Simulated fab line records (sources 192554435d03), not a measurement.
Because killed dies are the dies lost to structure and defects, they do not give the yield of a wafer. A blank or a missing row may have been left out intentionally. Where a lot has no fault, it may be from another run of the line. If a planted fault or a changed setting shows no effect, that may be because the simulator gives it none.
Split-lot experiment	flow n5Finfet	21 wafers read across 7 lots, on a route 1938 steps long

## ABOUT THE SPLIT
At N5_BEOL_M6_TRENCH_ETCH_37 (etches SiCOH lowk in C4F6/O2, target depth 94.435 nm, time 31.5 s), the setting sourceW was moved away from the recipe's 345 W on 7 of the 21 wafers read, by -17.3% to +9.3%. For the rest of the wafers, this setting stayed at what the recipe calls for.

The split's own step is where the reading is taken.

## THE READING
rfVppV, in V, at N5_BEOL_M6_TRENCH_ETCH_37 (etches SiCOH lowk in C4F6/O2, target depth 94.435 nm, time 31.5 s). Typical for fault-free wafers on this fab line: 661 V, with standard deviation 13 V.

wafer	tool, chamber at the split	sourceW as run, W	against the recipe	rfVppV, V	against lot-mates on the recipe
L075.2	rieDiel-04, 1	345	recipe	678	-
L075.3	rieDiel-04, 0	294.8	-14.6%	713	+35
L075.4	rieDiel-04, 3	294.8	-14.6%	722	+44
L077.3	rieDiel-01, 2	300.6	-12.9%	730	+68
L077.4	rieDiel-01, 0	300.6	-12.9%	696	+34
L077.6	rieDiel-01, 1	345	recipe	662	-
L080.3	rieDiel-03, 1	298.4	-13.5%	725	+60
L080.4	rieDiel-03, 0	345	recipe	658	-
L080.6	rieDiel-03, 1	345	recipe	673	-
L084.1	rieDiel-01, 2	345	recipe	679	-
L084.3	rieDiel-01, 3	345	recipe	647	-
L084.5	rieDiel-01, 2	345	recipe	680	-
L092.1	rieDiel-03, 2	285.2	-17.3%	729	+63
L092.3	rieDiel-03, 1	345	recipe	673	-
L092.6	rieDiel-03, 2	345	recipe	659	-
L096.2	rieDiel-03, 1	377	+9.3%	643	-14
L096.3	rieDiel-03, 2	345	recipe	660	-
L096.4	rieDiel-03, 0	345	recipe	655	-
L095.1	rieDiel-03, 2	345	recipe	658	-
L095.3	rieDiel-03, 1	345	recipe	672	-
L095.6	rieDiel-03, 0	345	recipe	657	-

FIT RESULTS
A straight line over all 21 wafers: rfVppV changes by -3.62 V for each +1% of sourceW; r = -0.93; the points scatter about the line by 11 V.
The same after taking each lot's own level away (the mean of its wafers on the recipe; 21 wafers): -3.29 V for each +1%; r = -0.91; scatter 11 V.
According to that fit, moving sourceW by its largest amount changes the reading by 57 V.
Across the lots, their own levels run from 657.5 to 678.0 V, a range of 1.6 times the standard deviation given above.
The two slopes agree, so the slope changes little with the lot-to-lot level.
Check: +57.6 V against its lot-mates is what the line predicts for one of the wafers moved furthest among these (-17.3%) when that wafer is left out of the fit. Against them it came out at +63 V.
Tool readings at the split's step, against how far the setting was moved: rfVppV r = -0.93.

## FURTHER SPLITS ON THESE WAFERS
Other splits were also applied to these wafers ahead of the reading. Each is held against what the fit with the lots' levels taken away leaves over:
other split on the same wafers	wafers away from the commonest value	r with rfVppV (lot level and that fit taken away)
N5_BEOL_M4_VIA_ETCH_34 sourceW	10	-0.08
N5_BEOL_M5_COAT_74 spinRpm	6	+0.01
N5_BEOL_M5_EXPOSE_25 doseMj	6	+0.62
N5_BEOL_M6_VIA_ETCH_34 timeS	7	+0.15

## THE FILE'S OWN FIT
rfVppV changes by -3.43 V for each +1% of sourceW, r = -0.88.
